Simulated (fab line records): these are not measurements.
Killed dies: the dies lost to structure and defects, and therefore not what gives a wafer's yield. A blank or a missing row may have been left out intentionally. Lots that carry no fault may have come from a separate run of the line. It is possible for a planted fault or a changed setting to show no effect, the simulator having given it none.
fab line records	flow n5Finfet	part 2 of 2: steps 5 to 6 of 6
record: lots: 23	wafers: 69	lastDay: 19
route steps=1938 shown MOL_CONTACT_COAG@562
lots with no fault: from the same line, run without faults
startH: the number of hours between the record's first day and the start of the first shown wafer of the lot	waitH: hours since the lot's step before	" the same as in the row above	L1.1+2: one row covering several wafers at once	- value missing, or start not given	* or withheld: withheld	< > ~ a bound
route shown NAME@n: a module of which the file shows steps, and the number in the route of the first	usual: average and standard deviation across the fault-free wafers	same: alike in all rows	chamber/n: place in a boat	sites: the reading at each site	_std_site: the values' standard deviation	_edge_site: mean of outer sites minus mean of inner sites	radiusMm: how far each site lies from the wafer's centre	mask NAME#n: copy n	behind: the tool/chamber that last shaped the wafer	hold: the reason the lot was held/the length of the hold in hours/how it ended	device: which transistor (n, p or np) failed to switch	end of line: tests of these same wafers at the route's end	where a step has no rows: the recipe by itself	killed: dies that structure and defects cost at the first sort, which is not the same as the wafer's yield	map: a wafer's dies, marking killed ones x, the rest . and places with no die _
set.NAME: the run value of the setting; set.NAME@STEP: its run value at that earlier step	model.NAME: the simulator's own value behind a step, which no gauge read
the route's steps for a sample of lots (tables are steps, rows are wafers)
services: the hour from which a tool's chamber was out of use, counted from the record's first day as startH (under 0 if before that day), plus the number of hours and why
== steps ==
step: N5_MOL_CONTACT_COAG_ALD_133
recipe: material: SiO2	targetThkA: 50	tempC: 100	aldPrecursorFamily: BDEAS	aldCoReactant: O2-plasma	pulseTimeS: 1	coReactantPulseTimeS: 1	purgeTimeS: 2	coReactantPurgeTimeS: 2	aldCycles: 35	pressureTorr: 2
usual: heaterPowerW: 79/6.3	precursorPulseHeightRel: 0.999/0.019
lot.wafer	tool	chamber	startH	waitH	heaterPowerW	precursorPulseHeightRel
L074.1	aldSin-02	3	98.47	0.1	79	0.993
L074.4	"	0	"	"	71	0.994
L074.6	"	3	"	"	76	0.980
L075.2	aldSin-04	2	109.36	0.1	88	0.976
L075.3	"	0	"	"	85	1.023
L075.5	"	2	"	"	89	1.028
L076.1	aldSin-02	3	110.27	0.1	80	1.008
L076.2	"	2	"	"	80	1.010
L076.4	"	0	"	"	71	0.983
L077.3	aldSin-04	2	123.24	0.7	89	0.993
L077.5	"	1	"	"	83	1.002
L077.6	"	0	"	"	84	0.988
L078.1	aldSin-04	2	127.06	0.1	88	1.029
L078.5	"	0	"	"	84	1.022
L078.6	"	1	"	"	80	1.002
L079.4	aldSin-04	3	129.11	0.1	91	1.011
L079.5	"	2	"	"	87	1.002
L079.6	"	1	"	"	80	1.002
L080.1	aldSin-02	2	136.50	0.6	79	0.976
L080.3	"	0	"	"	72	1.003
L080.6	"	3	"	"	79	1.022
L081.2	aldSin-01	2	140.51	0.1	74	1.007
L081.4	"	1	"	"	81	1.010
L081.5	"	2	"	"	73	0.987
L082.1	aldSin-01	1	147.73	0.3	81	0.985
L082.2	"	0	"	"	69	1.015
L082.4	"	2	"	"	76	0.998
L083.1	aldSin-04	0	155.10	0.1	85	0.986
L083.3	"	3	"	"	90	1.014
L083.5	"	1	"	"	82	1.011
L084.4	aldSin-04	2	158.17	0.1	87	0.957
L084.5	"	0	"	"	83	0.979
L084.6	"	3	"	"	90	0.999
L085.2	aldSin-01	0	164.86	0.1	72	0.984
L085.5	"	0	"	"	71	1.006
L085.6	"	1	"	"	80	1.007
L086.2	aldSin-01	1	176.38	0.1	78	1.031
L086.5	"	3	"	"	72	1.026
L086.6	"	0	"	"	71	0.982
L087.4	aldSin-01	0	176.56	0.1	73	0.960
L087.5	"	2	"	"	74	0.983
L087.6	"	1	"	"	79	0.986
L088.1	aldSin-02	0	185.74	2.2	71	0.991
L088.2	"	1	"	"	86	1.006
L088.4	"	3	"	"	77	1.018
L089.1	aldSin-01	0	196.75	0.1	74	1.005
L089.5	"	1	"	"	84	0.992
L089.6	"	0	"	"	72	0.991
L090.1	aldSin-01	1	201.10	0.1	84	0.990
L090.4	"	0	"	"	70	1.025
L090.6	"	3	"	"	71	1.008
L091.2	aldSin-04	1	203.82	0.1	82	1.017
L091.3	"	3	"	"	90	0.986
L091.6	"	0	"	"	84	0.971
L092.1	aldSin-01	1	207.21	0.2	84	1.025
L092.2	"	2	"	"	74	0.999
L092.3	"	0	"	"	71	1.013
L093.2	aldSin-04	1	215.77	0.1	80	1.014
L093.3	"	2	"	"	90	1.001
L093.4	"	0	"	"	86	0.979
L094.2	aldSin-01	3	221.83	0.2	72	0.999
L094.3	"	1	"	"	82	1.017
L094.4	"	2	"	"	76	0.986
L095.1	aldSin-02	3	225.22	0.1	80	0.978
L095.4	"	2	"	"	75	0.989
L095.5	"	3	"	"	79	1.010
L097.3	aldSin-02	3	236.04	0.1	79	0.967
L097.4	"	0	"	"	70	0.999
L097.5	"	3	"	"	77	1.056
step: N5_MOL_CONTACT_COAG_STRIP_72
recipe: chemistry: N2/H2	powerW: 450	tempC: 40	pressureMtorr: 20	rfFrequencyHz: 6e+07	overashFraction: 3	biasPowerW: 7	h2Frac: 0.5	n2FlowSccm: 200	h2FlowSccm: 200
usual: drypumpMotorCurrentA: 5.7/0.4	h2FlowSccm: 200.1/0.59	oesProductAu: 0.81/0.093	powerW: 450.0/1.4	rfVppV: 59.0/2.2	showerheadPlenumPTorr: 2.53/0.12	throttleValvePct: 23.88/0.27
lot.wafer	tool	chamber	startH	waitH	drypumpMotorCurrentA	h2FlowSccm	oesProductAu	powerW	rfHoursCounterH	rfVppV	showerheadPlenumPTorr	throttleValvePct
L074.1	rieDiel-05	0	98.93	0.0	5.4	200.8	0.72	449.6	213	61.5	2.52	23.91
L074.4	"	3	"	"	4.9	200.0	0.94	449.3	16	58.6	2.71	23.89
L074.6	"	1	"	"	5.5	201.0	0.93	449.0	-	61.6	2.60	24.08
L075.2	rieDiel-04	0	109.82	0.0	6.1	200.1	0.94	448.3	10	62.5	2.71	24.09
L075.3	"	1	"	"	6.0	200.5	0.66	447.8	241	56.5	2.51	23.72
L075.5	"	3	"	"	6.4	200.1	0.70	450.1	-	57.8	2.52	24.19
L076.1	rieDiel-05	3	110.73	0.0	4.9	198.9	0.93	450.3	20	59.4	2.71	23.91
L076.2	"	2	"	"	5.9	199.9	0.76	448.7	132	60.4	2.35	24.13
L076.4	"	0	"	"	5.4	200.7	0.74	450.3	217	56.1	2.51	23.89
L077.3	rieDiel-03	1	123.74	0.0	5.8	199.9	0.68	452.9	231	58.9	2.61	23.81
L077.5	"	1	"	"	5.8	200.6	0.69	451.0	-	55.0	2.61	23.81
L077.6	"	0	"	"	5.7	200.6	0.76	451.8	-	57.5	2.36	23.85
L078.1	rieDiel-03	0	127.52	0.0	5.7	199.7	0.77	450.3	145	59.0	2.36	23.85
L078.5	"	2	"	"	5.6	200.0	0.74	450.7	-	61.2	2.52	23.35
L078.6	"	3	"	"	5.5	199.8	0.70	450.7	-	59.0	2.61	23.47
L079.4	rieDiel-04	3	129.73	0.1	6.5	199.8	0.71	451.1	-	61.2	2.51	24.18
L079.5	"	2	"	"	6.0	200.0	0.91	450.7	-	56.7	2.48	23.59
L079.6	"	3	"	"	6.5	200.2	0.70	450.2	-	60.9	2.51	24.12
L080.1	rieDiel-04	0	136.96	0.0	6.1	200.3	0.94	451.1	14	58.5	2.71	24.10
L080.3	"	2	"	"	6.0	198.7	0.90	448.8	28	59.8	2.48	23.57
L080.6	"	0	"	"	6.2	200.4	0.92	450.3	-	59.1	2.71	24.07
L081.2	rieDiel-05	3	140.97	0.0	4.9	200.9	0.91	449.4	32	54.7	2.71	23.90
L081.4	"	0	"	"	5.4	200.2	0.71	451.1	228	59.9	2.51	23.93
L081.5	"	2	"	"	5.8	199.6	0.77	451.8	-	56.1	2.34	24.18
L082.1	rieDiel-05	1	148.19	0.0	5.5	199.0	0.89	447.9	38	56.8	2.59	24.06
L082.2	"	0	"	"	5.4	200.4	0.69	451.4	230	59.5	2.51	23.93
L082.4	"	2	"	"	5.8	199.1	0.74	449.7	146	58.3	2.34	24.16
L083.1	rieDiel-05	2	155.56	0.0	5.8	199.8	0.75	449.8	149	57.0	2.34	24.18
L083.3	"	0	"	"	5.5	200.4	0.71	447.0	232	55.2	2.51	23.95
L083.5	"	2	"	"	5.9	200.1	0.75	449.3	-	56.5	2.34	24.19
L084.4	rieDiel-04	0	158.81	0.1	6.2	199.7	0.90	450.8	-	58.8	2.71	24.12
L084.5	"	0	"	"	6.1	199.7	0.88	450.4	-	58.6	2.71	24.12
L084.6	"	2	"	"	5.9	200.6	0.89	448.1	-	56.6	2.48	23.56
L085.2	rieDiel-05	3	165.32	0.0	4.9	200.0	0.90	448.3	39	58.3	2.70	23.86
L085.5	"	0	"	"	5.5	200.9	0.71	452.7	-	58.8	2.50	23.93
L085.6	"	3	"	"	4.9	200.1	0.90	451.0	-	55.7	2.70	23.93
L086.2	rieDiel-04	0	176.83	0.0	6.1	200.0	0.90	447.8	31	59.3	2.70	24.12
L086.5	"	1	"	"	6.0	201.0	0.93	448.2	-	60.3	2.50	23.57
L086.6	"	2	"	"	6.0	199.7	0.88	448.2	-	60.3	2.47	23.59
L087.4	rieDiel-03	0	177.19	0.1	5.7	200.3	0.75	448.3	-	56.7	2.35	23.88
L087.5	"	3	"	"	5.5	200.8	0.67	451.1	-	59.1	2.60	23.49
L087.6	"	0	"	"	5.8	199.9	0.73	450.4	-	62.8	2.35	23.83
L088.1	rieDiel-05	2	186.20	0.0	5.9	199.5	0.73	451.7	158	58.7	2.34	24.19
L088.2	"	1	"	"	5.5	199.7	0.87	452.0	50	60.8	2.58	24.11
L088.4	"	0	"	"	5.4	200.4	0.71	452.1	241	56.6	2.50	23.97
L089.1	rieDiel-04	3	197.21	0.0	6.4	200.1	0.69	448.8	236	60.8	2.50	24.22
L089.5	"	1	"	"	6.0	199.6	0.93	448.0	-	59.5	2.50	23.58
L089.6	"	0	"	"	6.2	199.8	0.87	451.8	-	59.4	2.70	24.12
L090.1	rieDiel-05	3	201.56	0.0	4.9	200.6	0.87	450.2	51	57.0	2.70	23.96
L090.4	"	0	"	"	5.4	199.5	0.70	447.7	246	59.7	2.50	23.96
L090.6	"	1	"	"	5.5	199.6	0.86	450.3	-	58.8	2.58	24.07
L091.2	rieDiel-04	2	204.28	0.0	6.0	200.1	0.86	447.6	53	60.8	2.47	23.62
L091.3	"	3	"	"	6.4	199.5	0.69	447.8	240	59.3	2.50	24.18
L091.6	"	1	"	"	6.0	202.1	0.90	449.9	-	61.6	2.50	23.62
L092.1	rieDiel-05	0	207.67	0.0	5.4	200.2	0.69	450.1	249	54.9	2.50	23.94
L092.2	"	1	"	"	5.5	199.8	0.87	452.7	57	60.6	2.58	24.04
L092.3	"	3	"	"	4.9	199.6	0.88	449.0	53	59.1	2.70	23.94
L093.2	rieDiel-04	2	216.25	0.0	5.9	199.4	0.85	451.9	56	59.6	2.47	23.60
L093.3	"	1	"	"	6.0	199.5	0.89	451.0	19	60.1	2.49	23.59
L093.4	"	3	"	"	6.5	200.8	0.69	452.7	244	56.7	2.50	24.19
L094.2	rieDiel-04	3	222.29	0.0	6.5	200.0	0.68	450.5	245	61.2	2.50	24.17
L094.3	"	0	"	"	6.2	199.9	0.86	451.7	47	57.5	2.70	24.13
L094.4	"	2	"	"	6.0	200.9	0.87	451.3	58	61.1	2.47	23.60
L095.1	rieDiel-03	3	225.94	0.0	5.5	199.8	0.96	449.4	1	58.4	2.60	23.25
L095.4	"	2	"	"	5.6	200.8	0.70	447.1	192	59.1	2.51	23.42
L095.5	"	0	"	"	5.7	199.5	0.72	450.5	-	57.5	2.34	23.89
L097.3	rieDiel-03	1	236.68	0.0	5.7	200.2	0.93	449.9	16	60.5	2.59	23.54
L097.4	"	0	"	"	5.8	200.5	0.71	449.1	188	60.1	2.34	23.92
L097.5	"	0	"	"	5.7	199.0	0.72	448.4	-	54.7	2.34	23.88
== services ==
tool	chamber	startH	hours	kind
aldSin-01	0	78.08	1.3	repair
rieDiel-04	2	111.08	2.3	repair
rieDiel-04	0	114.22	9.2	repair
rieDiel-05	1	122.72	2.8	repair
rieDiel-04	0	124.38	7.7	repair
rieDiel-03	0	133.02	5.2	repair
rieDiel-04	1	150.11	-	clean
rieDiel-04	3	151.07	9.0	repair
aldSin-04	2	159.43	13.7	repair
rieDiel-03	1	170.66	-	clean
rieDiel-03	1	170.66	-	consumableReplace:focusRing
rieDiel-03	1	170.66	24.9	scheduledDown
rieDiel-03	1	170.66	24.9	ventCycle
rieDiel-03	2	172.34	8.9	repair
aldSin-02	2	176.34	5.4	repair
aldSin-01	-	176.88	14.0	pm
rieDiel-03	3	201.91	-	clean
rieDiel-03	3	201.91	-	consumableReplace:focusRing
rieDiel-03	3	201.91	19.4	scheduledDown
rieDiel-03	3	201.91	19.4	ventCycle
rieDiel-05	0	213.65	-	clean
rieDiel-05	0	213.65	-	consumableReplace:focusRing
rieDiel-05	0	213.65	29.7	scheduledDown
rieDiel-05	0	213.65	29.7	ventCycle
